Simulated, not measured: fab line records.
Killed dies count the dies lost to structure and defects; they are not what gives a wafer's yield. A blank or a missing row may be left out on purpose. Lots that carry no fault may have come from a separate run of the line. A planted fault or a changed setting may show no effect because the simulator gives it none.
Problem report in the 8D (eight disciplines) form, filled by code | flow nandHarc | the parts of the form that need people (team, actions taken, sign-off) are left out

1. PROBLEM STATEMENT
Wafers without a fault read 1.4 %, standard deviation 0.62; sort_bin_2_pct at NHARC_END_SORT_01 reads a mean of 95.6 % on 3 wafers belonging to 2 lots. That is +99 or more standard deviations from the usual mean.
Earliest sighting: wafer L772.1 on prober-01 at day 21 06:08. The record has a number at this step for 36 wafers belonging to 12 lots. The rule behind "out" and "out of limits": a value lying over 4 standard deviations away from the usual mean. All remaining wafers that have a number are taken as sound.

2. WHAT IT IS; WHAT IT IS NOT
question                    | is                                                                                                      | is not
which readings at this step | sort_bin_2_pct, defectLimitedYield, killedAtArray, killedDies, sortNPass, sortRimYieldPct, sortYieldPct | killedAtOther, killedAtPeriphery, killedOpen, killedShort, sort_bin_3_pct, sort_bin_4_pct
which lots                  | L772, L775                                                                                              | L765, L766, L767, L768, L769, L770, L771, L783, L785, L787
which wafers of those lots  | L772.1, L772.5, L775.1                                                                                  | L772.6, L775.3, L775.5
read on which gauges        | prober-01                                                                                               | prober-02
when                        | from day 21 06:08                                                                                       | up to then (21 sound wafers); but 12 sound wafers of L772, L775, L783, L785, L787 came after

3. THE SUSPECTS, EACH WITH WHAT RULES IT OUT
Counting: a tool at a process step up to the reading stays a suspect if it ran every lot that is out. Sound lots after the first of them don't rule it out here, since some wafers of a struck lot are sound.
- the gauge at NHARC_END_SORT_01: kept. All the wafers that are out were read on prober-01, and no step on other tools shows them out.
- pvdSputter-03 at NHARC_A_M0_PVD_21 (deposits Cu, target thk 30 nm, time 20.49 s): kept. Every lot that is out went through it, the first being L772 (day 19 15:43); the last sound lot it ran before that was L771 (day 19 06:07).
- pvdSputter-03 at NHARC_THIN_TSV_DEGAS_53 (time 60 s): kept. Every lot that is out went through it, the first being L772 (day 20 21:31); the last sound lot it ran before that was L769 (day 19 13:51).
- rieDiel-12 at NHARC_THIN_TSV_DESCUM_35 (chemistry O2, time 3 s): kept. Every lot that is out went through it, the first being L772 (day 20 22:43); the last sound lot it ran before that was L768 (day 19 16:22).
Left after counting: pvdSputter-03 at NHARC_A_M0_PVD_21, pvdSputter-03 at NHARC_THIN_TSV_DEGAS_53, rieDiel-12 at NHARC_THIN_TSV_DESCUM_35, prober-01 at NHARC_END_SORT_01.

4. THE CAUSE (what the simulator had put in)
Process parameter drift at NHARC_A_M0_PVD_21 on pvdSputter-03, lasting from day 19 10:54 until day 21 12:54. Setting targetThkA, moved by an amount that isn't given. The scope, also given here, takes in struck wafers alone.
Of the 4 suspects that counting leaves, this tool is one.

5. THE CHAIN OF EFFECTS, in route order
One row per reading whose mean, taken over the struck wafers that have a number, lies over 3 standard deviations from the usual. Only readings whose record carries a usual standard deviation are examined. hours: median over the lots of the time between each lot's start at the first step of this table that gives one and its start at this step. sigmas: the change, counted in usual standard deviations.
hours | step              | reading            | usual  | on struck wafers | change | sigmas
0     | NHARC_END_SORT_01 | defectLimitedYield | 95.4 % | 0.0              | -95.4  | -64
0     | NHARC_END_SORT_01 | killedAtArray      | 26     | 674              | +648   | +67
0     | NHARC_END_SORT_01 | killedDies         | 31     | 677              | +646   | +65
0     | NHARC_END_SORT_01 | sort_bin_2_pct     | 1.4 %  | 95.6             | +94.2  | +99 or more
0     | NHARC_END_SORT_01 | sortNPass          | 646    | 0                | -646   | -65
0     | NHARC_END_SORT_01 | sortRimYieldPct    | 94 %   | 0                | -94    | -29
0     | NHARC_END_SORT_01 | sortYieldPct       | 95.4 % | 0.0              | -95.4  | -64

6. WHAT WOULD HAVE CAUGHT IT SOONER
43 hours passed between the start of the fault at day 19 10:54 and the first reading out of limits at a measuring or inspecting step in this record, taken at day 21 06:08.
No tool reading at NHARC_A_M0_PVD_21 that has a usual standard deviation in the record was out on any struck wafer, so an alarm limit of 4 standard deviations on those readings would not have fired.
By day 21 06:08, every lot that is out (2) had started NHARC_A_M0_PVD_21 on pvdSputter-03. None of them would have been spared by holding the tool at that moment.
